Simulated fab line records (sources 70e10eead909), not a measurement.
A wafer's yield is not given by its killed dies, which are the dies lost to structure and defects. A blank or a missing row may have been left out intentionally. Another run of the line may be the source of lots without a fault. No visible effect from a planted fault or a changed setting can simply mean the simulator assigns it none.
fab line records || flow nand-harc || part 2 of 2: steps 23 to 28 of 28
[record] {"lots": 5, "wafers": 15, "last-day": 23}
route steps=1159 shown A_STAIRCASE@564
lots untouched by any fault: they come from a run of this same line in which no faults occurred
start-h: the number of hours between the record's first day and the start of the first shown wafer of the lot || wait-h: how many hours have passed since the lot's step before this one || " the same as in the row above || L1.1+2: a row that stands for several wafers || - no value, or no start was given || * or withheld: withheld || < > ~ a bound
route shown NAME@n: NAME is a module with steps in the file, n the number in the route of the first one || usual: average and standard deviation across the fault-free wafers || same: alike in all rows || chamber/n: place in a boat || sites: each site's reading || _std_site: their standard deviation || _edge_site: inner sites' mean taken away from outer sites' mean || radius-mm: how far each site lies from the wafer's centre || mask NAME#n: copy n || behind: tool/chamber where the wafer was last shaped || hold: cause of the lot's hold/its duration in hours/its outcome || device: the n, p or np transistor that did not switch || end of line: the same wafers' tests at the end of the route || a step without rows: its recipe alone || killed: dies that structure and defects cost at the first sort, which is not the same as the wafer's yield || map: a wafer's dies, x killed, . not, _ none there
set.NAME: the setting that was run; set.NAME@STEP: the one run at that earlier step || model.NAME: the simulator's own value behind a step, which no gauge read
lots at some steps of the route; a table a step, a row a wafer
services: when a tool's chamber went out of use (start-h, in hours from the record's first day, below 0 if earlier), for how many hours, and the reason
[[steps]]
[step NHARC_A_STAIRCASE_ETCH_194]
[recipe] {"target-depth-a": 1000, "time-s": 40.5, "ion-energy-ev": 400, "c4f8-flow-sccm": 20, "o2-flow-sccm": 10, "ar-flow-sccm": "withheld", "rf-w": 600, "bias-w": 1000, "chemistry": "C4F8/O2"}
[usual] {"bias-w": "1000/3.2", "oes-product-au": "0.935/0.015", "rf-vpp-V": "899/4.8"}
{"lot.wafer": "L076.3", "tool": "rie-diel-10", "chamber": 1, "start-h": "-", "wait-h": "-", "bias-w": 1006, "oes-product-au": 0.945, "rf-hours-counter-h": 26, "rf-vpp-V": 897}
{"lot.wafer": "L076.1", "tool": "rie-diel-10", "chamber": 3, "start-h": "-", "wait-h": "-", "bias-w": 1005, "oes-product-au": 0.925, "rf-hours-counter-h": 29, "rf-vpp-V": 905}
{"lot.wafer": "L076.5", "tool": "rie-diel-10", "chamber": 1, "start-h": "-", "wait-h": "-", "bias-w": 992, "oes-product-au": 0.933, "rf-hours-counter-h": "-", "rf-vpp-V": 899}
{"lot.wafer": "L077.2", "tool": "rie-diel-10", "chamber": 2, "start-h": "-", "wait-h": "-", "bias-w": 1000, "oes-product-au": 0.945, "rf-hours-counter-h": 28, "rf-vpp-V": 907}
{"lot.wafer": "L077.1", "tool": "rie-diel-10", "chamber": 0, "start-h": "-", "wait-h": "-", "bias-w": 995, "oes-product-au": 0.933, "rf-hours-counter-h": 26, "rf-vpp-V": 894}
{"lot.wafer": "L077.5", "tool": "rie-diel-10", "chamber": 3, "start-h": "-", "wait-h": "-", "bias-w": 1000, "oes-product-au": 0.942, "rf-hours-counter-h": "-", "rf-vpp-V": 907}
{"lot.wafer": "L085.3", "tool": "rie-diel-09", "chamber": 1, "start-h": "-", "wait-h": "-", "bias-w": 1000, "oes-product-au": 0.913, "rf-hours-counter-h": 20, "rf-vpp-V": 896}
{"lot.wafer": "L085.6", "tool": "rie-diel-09", "chamber": 3, "start-h": "-", "wait-h": "-", "bias-w": 1000, "oes-product-au": 0.940, "rf-hours-counter-h": "-", "rf-vpp-V": 901}
{"lot.wafer": "L085.5", "tool": "rie-diel-09", "chamber": 0, "start-h": "-", "wait-h": "-", "bias-w": 1002, "oes-product-au": 0.896, "rf-hours-counter-h": "-", "rf-vpp-V": 899}
{"lot.wafer": "L088.3", "tool": "rie-diel-10", "chamber": 0, "start-h": "-", "wait-h": "-", "bias-w": 1000, "oes-product-au": 0.917, "rf-hours-counter-h": 54, "rf-vpp-V": 894}
{"lot.wafer": "L088.1", "tool": "rie-diel-10", "chamber": 3, "start-h": "-", "wait-h": "-", "bias-w": 1001, "oes-product-au": 0.924, "rf-hours-counter-h": 59, "rf-vpp-V": 905}
{"lot.wafer": "L088.6", "tool": "rie-diel-10", "chamber": 0, "start-h": "-", "wait-h": "-", "bias-w": 1003, "oes-product-au": 0.907, "rf-hours-counter-h": "-", "rf-vpp-V": 894}
{"lot.wafer": "L089.2", "tool": "rie-diel-09", "chamber": 1, "start-h": "-", "wait-h": "-", "bias-w": 997, "oes-product-au": 0.936, "rf-hours-counter-h": 30, "rf-vpp-V": 896}
{"lot.wafer": "L089.4", "tool": "rie-diel-09", "chamber": 2, "start-h": "-", "wait-h": "-", "bias-w": 997, "oes-product-au": 0.937, "rf-hours-counter-h": 26, "rf-vpp-V": 904}
{"lot.wafer": "L089.5", "tool": "rie-diel-09", "chamber": 1, "start-h": "-", "wait-h": "-", "bias-w": 1003, "oes-product-au": 0.942, "rf-hours-counter-h": "-", "rf-vpp-V": 896}
[step NHARC_A_STAIRCASE_TRIM_196]
[recipe] {"time-s": 211.2, "o2-flow-sccm": 500, "ar-flow-sccm": 0, "bias-w": 0, "chemistry": "O2"}
[usual] {"drypump-motor-current-A": "5.7/0.41", "oes-product-au": "0.998/0.014", "rf-vpp-V": "57.9/0.87", "showerhead-plenum-p-Torr": "3.60/0.14", "throttle-valve-pct": "17.036/0.0083"}
[same] {"bias-w": 0}
{"lot.wafer": "L076.3", "tool": "rie-diel-09", "chamber": 0, "start-h": 253.67, "wait-h": 0.1, "drypump-motor-current-A": 5.9, "oes-product-au": 0.983, "rf-hours-counter-h": 60, "rf-vpp-V": 57.8, "showerhead-plenum-p-Torr": 3.61, "throttle-valve-pct": 17.043}
{"lot.wafer": "L076.1", "tool": "rie-diel-09", "chamber": 1, "start-h": 253.67, "wait-h": 0.1, "drypump-motor-current-A": 5.8, "oes-product-au": 0.986, "rf-hours-counter-h": 57, "rf-vpp-V": 57.9, "showerhead-plenum-p-Torr": 3.56, "throttle-valve-pct": 17.028}
{"lot.wafer": "L076.5", "tool": "rie-diel-09", "chamber": 2, "start-h": 253.67, "wait-h": 0.1, "drypump-motor-current-A": 5.7, "oes-product-au": 1.003, "rf-hours-counter-h": "-", "rf-vpp-V": 58.3, "showerhead-plenum-p-Torr": 3.77, "throttle-valve-pct": 17.051}
{"lot.wafer": "L077.2", "tool": "rie-diel-10", "chamber": 1, "start-h": 253.94, "wait-h": 0.1, "drypump-motor-current-A": 5.8, "oes-product-au": 1.003, "rf-hours-counter-h": 26, "rf-vpp-V": 56.7, "showerhead-plenum-p-Torr": 3.58, "throttle-valve-pct": 17.038}
{"lot.wafer": "L077.1", "tool": "rie-diel-10", "chamber": 0, "start-h": 253.94, "wait-h": 0.1, "drypump-motor-current-A": 6.1, "oes-product-au": 0.989, "rf-hours-counter-h": 26, "rf-vpp-V": 57.9, "showerhead-plenum-p-Torr": 3.50, "throttle-valve-pct": 17.024}
{"lot.wafer": "L077.5", "tool": "rie-diel-10", "chamber": 1, "start-h": 253.94, "wait-h": 0.1, "drypump-motor-current-A": 5.8, "oes-product-au": 1.000, "rf-hours-counter-h": "-", "rf-vpp-V": 58.2, "showerhead-plenum-p-Torr": 3.58, "throttle-valve-pct": 17.035}
{"lot.wafer": "L085.3", "tool": "rie-diel-09", "chamber": 1, "start-h": 318.71, "wait-h": 0.1, "drypump-motor-current-A": 5.8, "oes-product-au": 0.990, "rf-hours-counter-h": 20, "rf-vpp-V": 57.8, "showerhead-plenum-p-Torr": 3.55, "throttle-valve-pct": 17.021}
{"lot.wafer": "L085.6", "tool": "rie-diel-09", "chamber": 3, "start-h": 318.71, "wait-h": 0.1, "drypump-motor-current-A": 5.1, "oes-product-au": 1.019, "rf-hours-counter-h": "-", "rf-vpp-V": 57.7, "showerhead-plenum-p-Torr": 3.70, "throttle-valve-pct": 17.034}
{"lot.wafer": "L085.5", "tool": "rie-diel-09", "chamber": 0, "start-h": 318.71, "wait-h": 0.1, "drypump-motor-current-A": 6.0, "oes-product-au": 0.970, "rf-hours-counter-h": "-", "rf-vpp-V": 58.6, "showerhead-plenum-p-Torr": 3.60, "throttle-valve-pct": 17.025}
{"lot.wafer": "L088.3", "tool": "rie-diel-01", "chamber": 3, "start-h": 325.52, "wait-h": 0.1, "drypump-motor-current-A": 5.6, "oes-product-au": 1.011, "rf-hours-counter-h": 0, "rf-vpp-V": 57.8, "showerhead-plenum-p-Torr": 3.65, "throttle-valve-pct": 17.040}
{"lot.wafer": "L088.1", "tool": "rie-diel-01", "chamber": 0, "start-h": 325.52, "wait-h": 0.1, "drypump-motor-current-A": 5.2, "oes-product-au": 1.021, "rf-hours-counter-h": 0, "rf-vpp-V": 57.5, "showerhead-plenum-p-Torr": 3.66, "throttle-valve-pct": 17.036}
{"lot.wafer": "L088.6", "tool": "rie-diel-01", "chamber": 2, "start-h": 325.52, "wait-h": 0.1, "drypump-motor-current-A": 6.3, "oes-product-au": 0.984, "rf-hours-counter-h": "-", "rf-vpp-V": 56.8, "showerhead-plenum-p-Torr": 3.29, "throttle-valve-pct": 17.027}
{"lot.wafer": "L089.2", "tool": "rie-diel-09", "chamber": 1, "start-h": 340.92, "wait-h": 0.1, "drypump-motor-current-A": 5.7, "oes-product-au": 0.986, "rf-hours-counter-h": 30, "rf-vpp-V": 58.6, "showerhead-plenum-p-Torr": 3.55, "throttle-valve-pct": 17.040}
{"lot.wafer": "L089.4", "tool": "rie-diel-09", "chamber": 0, "start-h": 340.92, "wait-h": 0.1, "drypump-motor-current-A": 6.0, "oes-product-au": 0.970, "rf-hours-counter-h": 28, "rf-vpp-V": 59.0, "showerhead-plenum-p-Torr": 3.60, "throttle-valve-pct": 17.048}
{"lot.wafer": "L089.5", "tool": "rie-diel-09", "chamber": 2, "start-h": 340.92, "wait-h": 0.1, "drypump-motor-current-A": 5.8, "oes-product-au": 0.989, "rf-hours-counter-h": "-", "rf-vpp-V": 57.5, "showerhead-plenum-p-Torr": 3.76, "throttle-valve-pct": 17.032}
[step NHARC_A_STAIRCASE_ETCH_197]
[recipe] {"target-depth-a": 1000, "time-s": 40.5, "ion-energy-ev": 400, "c4f8-flow-sccm": 20, "o2-flow-sccm": 10, "ar-flow-sccm": "withheld", "rf-w": 600, "bias-w": 1000, "chemistry": "C4F8/O2"}
[usual] {"bias-w": "1000/3.1", "oes-product-au": "0.944/0.018", "rf-vpp-V": "899/4.9"}
{"lot.wafer": "L076.3", "tool": "rie-diel-09", "chamber": 0, "start-h": "-", "wait-h": "-", "bias-w": 1001, "oes-product-au": 0.972, "rf-hours-counter-h": 60, "rf-vpp-V": 899}
{"lot.wafer": "L076.1", "tool": "rie-diel-09", "chamber": 3, "start-h": "-", "wait-h": "-", "bias-w": 1001, "oes-product-au": 0.993, "rf-hours-counter-h": 58, "rf-vpp-V": 903}
{"lot.wafer": "L076.5", "tool": "rie-diel-09", "chamber": 1, "start-h": "-", "wait-h": "-", "bias-w": 996, "oes-product-au": 0.967, "rf-hours-counter-h": "-", "rf-vpp-V": 897}
{"lot.wafer": "L077.2", "tool": "rie-diel-10", "chamber": 3, "start-h": "-", "wait-h": "-", "bias-w": 994, "oes-product-au": 0.959, "rf-hours-counter-h": 29, "rf-vpp-V": 906}
{"lot.wafer": "L077.1", "tool": "rie-diel-10", "chamber": 0, "start-h": "-", "wait-h": "-", "bias-w": 998, "oes-product-au": 0.933, "rf-hours-counter-h": 26, "rf-vpp-V": 894}
{"lot.wafer": "L077.5", "tool": "rie-diel-10", "chamber": 2, "start-h": "-", "wait-h": "-", "bias-w": 1001, "oes-product-au": 0.948, "rf-hours-counter-h": "-", "rf-vpp-V": 904}
{"lot.wafer": "L085.3", "tool": "rie-diel-09", "chamber": 1, "start-h": "-", "wait-h": "-", "bias-w": 998, "oes-product-au": 0.933, "rf-hours-counter-h": 20, "rf-vpp-V": 898}
{"lot.wafer": "L085.5", "tool": "rie-diel-09", "chamber": 0, "start-h": "-", "wait-h": "-", "bias-w": 999, "oes-product-au": 0.922, "rf-hours-counter-h": "-", "rf-vpp-V": 899}
{"lot.wafer": "L085.6", "tool": "rie-diel-09", "chamber": 1, "start-h": "-", "wait-h": "-", "bias-w": 999, "oes-product-au": 0.936, "rf-hours-counter-h": "-", "rf-vpp-V": 896}
{"lot.wafer": "L088.3", "tool": "rie-diel-01", "chamber": 0, "start-h": "-", "wait-h": "-", "bias-w": 993, "oes-product-au": 0.988, "rf-hours-counter-h": 0, "rf-vpp-V": 901}
{"lot.wafer": "L088.1", "tool": "rie-diel-01", "chamber": 2, "start-h": "-", "wait-h": "-", "bias-w": 1004, "oes-product-au": 0.934, "rf-hours-counter-h": 0, "rf-vpp-V": 888}
{"lot.wafer": "L088.6", "tool": "rie-diel-01", "chamber": 3, "start-h": "-", "wait-h": "-", "bias-w": 999, "oes-product-au": 0.968, "rf-hours-counter-h": "-", "rf-vpp-V": 900}
{"lot.wafer": "L089.4", "tool": "rie-diel-09", "chamber": 1, "start-h": "-", "wait-h": "-", "bias-w": 1004, "oes-product-au": 0.923, "rf-hours-counter-h": 30, "rf-vpp-V": 898}
{"lot.wafer": "L089.2", "tool": "rie-diel-09", "chamber": 2, "start-h": "-", "wait-h": "-", "bias-w": 1001, "oes-product-au": 0.930, "rf-hours-counter-h": 27, "rf-vpp-V": 904}
{"lot.wafer": "L089.5", "tool": "rie-diel-09", "chamber": 3, "start-h": "-", "wait-h": "-", "bias-w": 1000, "oes-product-au": 0.949, "rf-hours-counter-h": "-", "rf-vpp-V": 902}
[step NHARC_A_STAIRCASE_TRIM_198]
[recipe] {"time-s": 211.2, "o2-flow-sccm": 500, "ar-flow-sccm": 0, "bias-w": 0, "chemistry": "O2"}
[usual] {"drypump-motor-current-A": "5.7/0.4", "oes-product-au": "0.994/0.015", "rf-vpp-V": "58.0/0.88", "showerhead-plenum-p-Torr": "3.59/0.14", "throttle-valve-pct": "17.037/0.0099"}
[same] {"bias-w": 0}
{"lot.wafer": "L076.1", "tool": "rie-diel-09", "chamber": 2, "start-h": "-", "wait-h": "-", "drypump-motor-current-A": 5.8, "oes-product-au": 0.986, "rf-hours-counter-h": 60, "rf-vpp-V": 59.2, "showerhead-plenum-p-Torr": 3.77, "throttle-valve-pct": 17.040}
{"lot.wafer": "L076.3", "tool": "rie-diel-09", "chamber": 1, "start-h": "-", "wait-h": "-", "drypump-motor-current-A": 5.7, "oes-product-au": 0.984, "rf-hours-counter-h": 57, "rf-vpp-V": 58.5, "showerhead-plenum-p-Torr": 3.56, "throttle-valve-pct": 17.040}
{"lot.wafer": "L076.5", "tool": "rie-diel-09", "chamber": 3, "start-h": "-", "wait-h": "-", "drypump-motor-current-A": 5.1, "oes-product-au": 1.025, "rf-hours-counter-h": "-", "rf-vpp-V": 59.1, "showerhead-plenum-p-Torr": 3.71, "throttle-valve-pct": 17.044}
{"lot.wafer": "L077.1", "tool": "rie-diel-10", "chamber": 1, "start-h": "-", "wait-h": "-", "drypump-motor-current-A": 5.7, "oes-product-au": 1.003, "rf-hours-counter-h": 26, "rf-vpp-V": 55.7, "showerhead-plenum-p-Torr": 3.58, "throttle-valve-pct": 17.027}
{"lot.wafer": "L077.2", "tool": "rie-diel-10", "chamber": 3, "start-h": "-", "wait-h": "-", "drypump-motor-current-A": 5.0, "oes-product-au": 0.999, "rf-hours-counter-h": 29, "rf-vpp-V": 59.0, "showerhead-plenum-p-Torr": 3.79, "throttle-valve-pct": 17.044}
{"lot.wafer": "L077.5", "tool": "rie-diel-10", "chamber": 0, "start-h": "-", "wait-h": "-", "drypump-motor-current-A": 6.1, "oes-product-au": 1.000, "rf-hours-counter-h": "-", "rf-vpp-V": 57.7, "showerhead-plenum-p-Torr": 3.50, "throttle-valve-pct": 17.022}
{"lot.wafer": "L085.3", "tool": "rie-diel-09", "chamber": 0, "start-h": "-", "wait-h": "-", "drypump-motor-current-A": 5.9, "oes-product-au": 0.962, "rf-hours-counter-h": 19, "rf-vpp-V": 57.9, "showerhead-plenum-p-Torr": 3.60, "throttle-valve-pct": 17.033}
{"lot.wafer": "L085.5", "tool": "rie-diel-09", "chamber": 3, "start-h": "-", "wait-h": "-", "drypump-motor-current-A": 5.1, "oes-product-au": 1.004, "rf-hours-counter-h": "-", "rf-vpp-V": 58.6, "showerhead-plenum-p-Torr": 3.70, "throttle-valve-pct": 17.038}
{"lot.wafer": "L085.6", "tool": "rie-diel-09", "chamber": 0, "start-h": "-", "wait-h": "-", "drypump-motor-current-A": 5.9, "oes-product-au": 0.963, "rf-hours-counter-h": "-", "rf-vpp-V": 56.7, "showerhead-plenum-p-Torr": 3.60, "throttle-valve-pct": 17.034}
{"lot.wafer": "L088.3", "tool": "rie-diel-01", "chamber": 1, "start-h": "-", "wait-h": "-", "drypump-motor-current-A": 5.8, "oes-product-au": 0.989, "rf-hours-counter-h": 0, "rf-vpp-V": 58.6, "showerhead-plenum-p-Torr": 3.62, "throttle-valve-pct": 17.029}
{"lot.wafer": "L088.1", "tool": "rie-diel-01", "chamber": 0, "start-h": "-", "wait-h": "-", "drypump-motor-current-A": 5.2, "oes-product-au": 1.025, "rf-hours-counter-h": 0, "rf-vpp-V": 58.4, "showerhead-plenum-p-Torr": 3.66, "throttle-valve-pct": 17.037}
{"lot.wafer": "L088.6", "tool": "rie-diel-01", "chamber": 1, "start-h": "-", "wait-h": "-", "drypump-motor-current-A": 5.8, "oes-product-au": 0.988, "rf-hours-counter-h": "-", "rf-vpp-V": 58.1, "showerhead-plenum-p-Torr": 3.62, "throttle-valve-pct": 17.031}
{"lot.wafer": "L089.4", "tool": "rie-diel-09", "chamber": 2, "start-h": "-", "wait-h": "-", "drypump-motor-current-A": 5.8, "oes-product-au": 0.985, "rf-hours-counter-h": 27, "rf-vpp-V": 59.3, "showerhead-plenum-p-Torr": 3.76, "throttle-valve-pct": 17.015}
{"lot.wafer": "L089.2", "tool": "rie-diel-09", "chamber": 0, "start-h": "-", "wait-h": "-", "drypump-motor-current-A": 5.9, "oes-product-au": 0.975, "rf-hours-counter-h": 28, "rf-vpp-V": 59.4, "showerhead-plenum-p-Torr": 3.60, "throttle-valve-pct": 17.025}
{"lot.wafer": "L089.5", "tool": "rie-diel-09", "chamber": 2, "start-h": "-", "wait-h": "-", "drypump-motor-current-A": 5.8, "oes-product-au": 0.990, "rf-hours-counter-h": "-", "rf-vpp-V": 58.3, "showerhead-plenum-p-Torr": 3.76, "throttle-valve-pct": 17.050}
[step NHARC_A_STAIRCASE_ETCH_199]
[recipe] {"target-depth-a": 1000, "time-s": 40.5, "ion-energy-ev": 400, "c4f8-flow-sccm": 20, "o2-flow-sccm": 10, "ar-flow-sccm": "withheld", "rf-w": 600, "bias-w": 1000, "chemistry": "C4F8/O2"}
[usual] {"bias-w": "999.7/2.9", "oes-product-au": "0.940/0.016", "rf-vpp-V": "898/5.5"}
{"lot.wafer": "L076.1", "tool": "rie-diel-09", "chamber": 2, "start-h": "-", "wait-h": "-", "bias-w": 1001.4, "oes-product-au": 0.939, "rf-hours-counter-h": 61, "rf-vpp-V": 906}
{"lot.wafer": "L076.3", "tool": "rie-diel-09", "chamber": 0, "start-h": "-", "wait-h": "-", "bias-w": 1003.1, "oes-product-au": 0.953, "rf-hours-counter-h": 60, "rf-vpp-V": 900}
{"lot.wafer": "L076.5", "tool": "rie-diel-09", "chamber": 2, "start-h": "-", "wait-h": "-", "bias-w": 1002.5, "oes-product-au": 0.949, "rf-hours-counter-h": "-", "rf-vpp-V": 905}
{"lot.wafer": "L077.2", "tool": "rie-diel-10", "chamber": 2, "start-h": "-", "wait-h": "-", "bias-w": 999.4, "oes-product-au": 0.954, "rf-hours-counter-h": 29, "rf-vpp-V": 905}
{"lot.wafer": "L077.1", "tool": "rie-diel-10", "chamber": 3, "start-h": "-", "wait-h": "-", "bias-w": 995.8, "oes-product-au": 0.946, "rf-hours-counter-h": 29, "rf-vpp-V": 904}
{"lot.wafer": "L077.5", "tool": "rie-diel-10", "chamber": 2, "start-h": "-", "wait-h": "-", "bias-w": 1002.7, "oes-product-au": 0.952, "rf-hours-counter-h": "-", "rf-vpp-V": 904}
{"lot.wafer": "L085.3", "tool": "rie-diel-09", "chamber": 1, "start-h": "-", "wait-h": "-", "bias-w": 1002.1, "oes-product-au": 0.956, "rf-hours-counter-h": 20, "rf-vpp-V": 897}
{"lot.wafer": "L085.5", "tool": "rie-diel-09", "chamber": 0, "start-h": "-", "wait-h": "-", "bias-w": 1005.4, "oes-product-au": 0.927, "rf-hours-counter-h": "-", "rf-vpp-V": 899}
{"lot.wafer": "L085.6", "tool": "rie-diel-09", "chamber": 1, "start-h": "-", "wait-h": "-", "bias-w": 998.1, "oes-product-au": 0.961, "rf-hours-counter-h": "-", "rf-vpp-V": 897}
{"lot.wafer": "L088.1", "tool": "rie-diel-01", "chamber": 1, "start-h": "-", "wait-h": "-", "bias-w": 999.8, "oes-product-au": 0.941, "rf-hours-counter-h": 0, "rf-vpp-V": 899}
{"lot.wafer": "L088.3", "tool": "rie-diel-01", "chamber": 2, "start-h": "-", "wait-h": "-", "bias-w": 995.8, "oes-product-au": 0.920, "rf-hours-counter-h": 0, "rf-vpp-V": 888}
{"lot.wafer": "L088.6", "tool": "rie-diel-01", "chamber": 2, "start-h": "-", "wait-h": "-", "bias-w": 993.3, "oes-product-au": 0.926, "rf-hours-counter-h": "-", "rf-vpp-V": 887}
{"lot.wafer": "L089.4", "tool": "rie-diel-09", "chamber": 3, "start-h": "-", "wait-h": "-", "bias-w": 999.6, "oes-product-au": 0.943, "rf-hours-counter-h": 26, "rf-vpp-V": 901}
{"lot.wafer": "L089.2", "tool": "rie-diel-09", "chamber": 0, "start-h": "-", "wait-h": "-", "bias-w": 999.3, "oes-product-au": 0.909, "rf-hours-counter-h": 28, "rf-vpp-V": 897}
{"lot.wafer": "L089.5", "tool": "rie-diel-09", "chamber": 0, "start-h": "-", "wait-h": "-", "bias-w": 997.6, "oes-product-au": 0.910, "rf-hours-counter-h": "-", "rf-vpp-V": 899}
[step NHARC_A_STAIRCASE_TRIM_200]
[recipe] {"time-s": 211.2, "o2-flow-sccm": 500, "ar-flow-sccm": 0, "bias-w": 0, "chemistry": "O2"}
[usual] {"drypump-motor-current-A": "5.7/0.41", "oes-product-au": "0.996/0.015", "rf-vpp-V": "57.9/0.88", "showerhead-plenum-p-Torr": "3.61/0.13", "throttle-valve-pct": "17.035/0.0087"}
[same] {"bias-w": 0}
{"lot.wafer": "L076.1", "tool": "rie-diel-09", "chamber": 3, "start-h": "-", "wait-h": "-", "drypump-motor-current-A": 5.1, "oes-product-au": 1.027, "rf-hours-counter-h": 58, "rf-vpp-V": 57.2, "showerhead-plenum-p-Torr": 3.71, "throttle-valve-pct": 17.035}
{"lot.wafer": "L076.3", "tool": "rie-diel-09", "chamber": 1, "start-h": "-", "wait-h": "-", "drypump-motor-current-A": 5.7, "oes-product-au": 0.993, "rf-hours-counter-h": 58, "rf-vpp-V": 57.5, "showerhead-plenum-p-Torr": 3.56, "throttle-valve-pct": 17.032}
{"lot.wafer": "L076.5", "tool": "rie-diel-09", "chamber": 2, "start-h": "-", "wait-h": "-", "drypump-motor-current-A": 5.8, "oes-product-au": 0.999, "rf-hours-counter-h": "-", "rf-vpp-V": 58.5, "showerhead-plenum-p-Torr": 3.77, "throttle-valve-pct": 17.027}
{"lot.wafer": "L077.2", "tool": "rie-diel-10", "chamber": 3, "start-h": "-", "wait-h": "-", "drypump-motor-current-A": 5.0, "oes-product-au": 0.999, "rf-hours-counter-h": 29, "rf-vpp-V": 58.4, "showerhead-plenum-p-Torr": 3.79, "throttle-valve-pct": 17.039}
{"lot.wafer": "L077.1", "tool": "rie-diel-10", "chamber": 2, "start-h": "-", "wait-h": "-", "drypump-motor-current-A": 6.6, "oes-product-au": 0.997, "rf-hours-counter-h": 29, "rf-vpp-V": 56.4, "showerhead-plenum-p-Torr": 3.79, "throttle-valve-pct": 17.027}
{"lot.wafer": "L077.5", "tool": "rie-diel-10", "chamber": 0, "start-h": "-", "wait-h": "-", "drypump-motor-current-A": 6.1, "oes-product-au": 0.986, "rf-hours-counter-h": "-", "rf-vpp-V": 58.0, "showerhead-plenum-p-Torr": 3.50, "throttle-valve-pct": 17.041}
{"lot.wafer": "L085.3", "tool": "rie-diel-09", "chamber": 2, "start-h": "-", "wait-h": "-", "drypump-motor-current-A": 5.8, "oes-product-au": 1.005, "rf-hours-counter-h": 19, "rf-vpp-V": 58.1, "showerhead-plenum-p-Torr": 3.76, "throttle-valve-pct": 17.027}
{"lot.wafer": "L085.5", "tool": "rie-diel-09", "chamber": 2, "start-h": "-", "wait-h": "-", "drypump-motor-current-A": 5.8, "oes-product-au": 0.995, "rf-hours-counter-h": "-", "rf-vpp-V": 57.9, "showerhead-plenum-p-Torr": 3.76, "throttle-valve-pct": 17.037}
{"lot.wafer": "L085.6", "tool": "rie-diel-09", "chamber": 3, "start-h": "-", "wait-h": "-", "drypump-motor-current-A": 5.1, "oes-product-au": 0.999, "rf-hours-counter-h": "-", "rf-vpp-V": 58.6, "showerhead-plenum-p-Torr": 3.70, "throttle-valve-pct": 17.047}
{"lot.wafer": "L088.1", "tool": "rie-diel-01", "chamber": 3, "start-h": "-", "wait-h": "-", "drypump-motor-current-A": 5.6, "oes-product-au": 1.009, "rf-hours-counter-h": 0, "rf-vpp-V": 58.8, "showerhead-plenum-p-Torr": 3.65, "throttle-valve-pct": 17.027}
{"lot.wafer": "L088.3", "tool": "rie-diel-01", "chamber": 1, "start-h": "-", "wait-h": "-", "drypump-motor-current-A": 5.8, "oes-product-au": 0.982, "rf-hours-counter-h": 0, "rf-vpp-V": 56.9, "showerhead-plenum-p-Torr": 3.62, "throttle-valve-pct": 17.046}
{"lot.wafer": "L088.6", "tool": "rie-diel-01", "chamber": 0, "start-h": "-", "wait-h": "-", "drypump-motor-current-A": 5.2, "oes-product-au": 1.025, "rf-hours-counter-h": "-", "rf-vpp-V": 58.0, "showerhead-plenum-p-Torr": 3.66, "throttle-valve-pct": 17.047}
{"lot.wafer": "L089.4", "tool": "rie-diel-09", "chamber": 3, "start-h": "-", "wait-h": "-", "drypump-motor-current-A": 5.1, "oes-product-au": 1.018, "rf-hours-counter-h": 26, "rf-vpp-V": 59.2, "showerhead-plenum-p-Torr": 3.69, "throttle-valve-pct": 17.037}
{"lot.wafer": "L089.2", "tool": "rie-diel-09", "chamber": 0, "start-h": "-", "wait-h": "-", "drypump-motor-current-A": 5.9, "oes-product-au": 0.973, "rf-hours-counter-h": 29, "rf-vpp-V": 58.1, "showerhead-plenum-p-Torr": 3.60, "throttle-valve-pct": 17.038}
{"lot.wafer": "L089.5", "tool": "rie-diel-09", "chamber": 2, "start-h": "-", "wait-h": "-", "drypump-motor-current-A": 5.7, "oes-product-au": 0.994, "rf-hours-counter-h": "-", "rf-vpp-V": 56.4, "showerhead-plenum-p-Torr": 3.76, "throttle-valve-pct": 17.039}
[[services]]
{"tool": "rie-diel-09", "chamber": 0, "start-h": 233.61, "hours": "-", "kind": "clean"}
{"tool": "rie-diel-09", "chamber": 1, "start-h": 233.61, "hours": "-", "kind": "clean"}
{"tool": "rie-diel-09", "chamber": 2, "start-h": 233.61, "hours": "-", "kind": "clean"}
{"tool": "rie-diel-09", "chamber": 3, "start-h": 233.61, "hours": "-", "kind": "clean"}
{"tool": "litho-track-05", "chamber": "-", "start-h": 237.00, "hours": 7.0, "kind": "pm"}
{"tool": "rie-diel-01", "chamber": 1, "start-h": 242.19, "hours": 13.4, "kind": "repair"}
{"tool": "rie-diel-09", "chamber": "-", "start-h": 254.35, "hours": 9.0, "kind": "pm"}
{"tool": "rie-diel-09", "chamber": 0, "start-h": 254.35, "hours": 9.0, "kind": "vent-cycle"}
{"tool": "rie-diel-09", "chamber": 1, "start-h": 254.35, "hours": 9.0, "kind": "vent-cycle"}
{"tool": "rie-diel-09", "chamber": 2, "start-h": 254.35, "hours": 9.0, "kind": "vent-cycle"}
{"tool": "rie-diel-09", "chamber": 3, "start-h": 254.35, "hours": 9.0, "kind": "vent-cycle"}
{"tool": "krf-scanner-01", "chamber": "-", "start-h": 256.00, "hours": 4.0, "kind": "pm"}
{"tool": "rie-diel-01", "chamber": 1, "start-h": 262.43, "hours": 7.4, "kind": "repair"}
{"tool": "rie-diel-09", "chamber": 0, "start-h": 263.35, "hours": "-", "kind": "clean"}
{"tool": "rie-diel-09", "chamber": 0, "start-h": 263.35, "hours": "-", "kind": "consumable-replace:focus-ring"}
{"tool": "rie-diel-09", "chamber": 1, "start-h": 263.35, "hours": "-", "kind": "clean"}
{"tool": "rie-diel-09", "chamber": 1, "start-h": 263.35, "hours": "-", "kind": "consumable-replace:focus-ring"}
{"tool": "rie-diel-09", "chamber": 2, "start-h": 263.35, "hours": "-", "kind": "clean"}
{"tool": "wet-bench-07", "chamber": "-", "start-h": 272.02, "hours": 8.0, "kind": "pm"}
{"tool": "plasma-asher-01", "chamber": "-", "start-h": 276.00, "hours": 9.0, "kind": "pm"}
{"tool": "rie-diel-10", "chamber": 2, "start-h": 283.63, "hours": 8.9, "kind": "repair"}
{"tool": "wet-bench-09", "chamber": "-", "start-h": 288.84, "hours": 8.0, "kind": "pm"}
{"tool": "krf-scanner-04", "chamber": "-", "start-h": 298.00, "hours": 4.0, "kind": "pm"}
{"tool": "rie-diel-01", "chamber": "-", "start-h": 316.11, "hours": 9.0, "kind": "pm"}
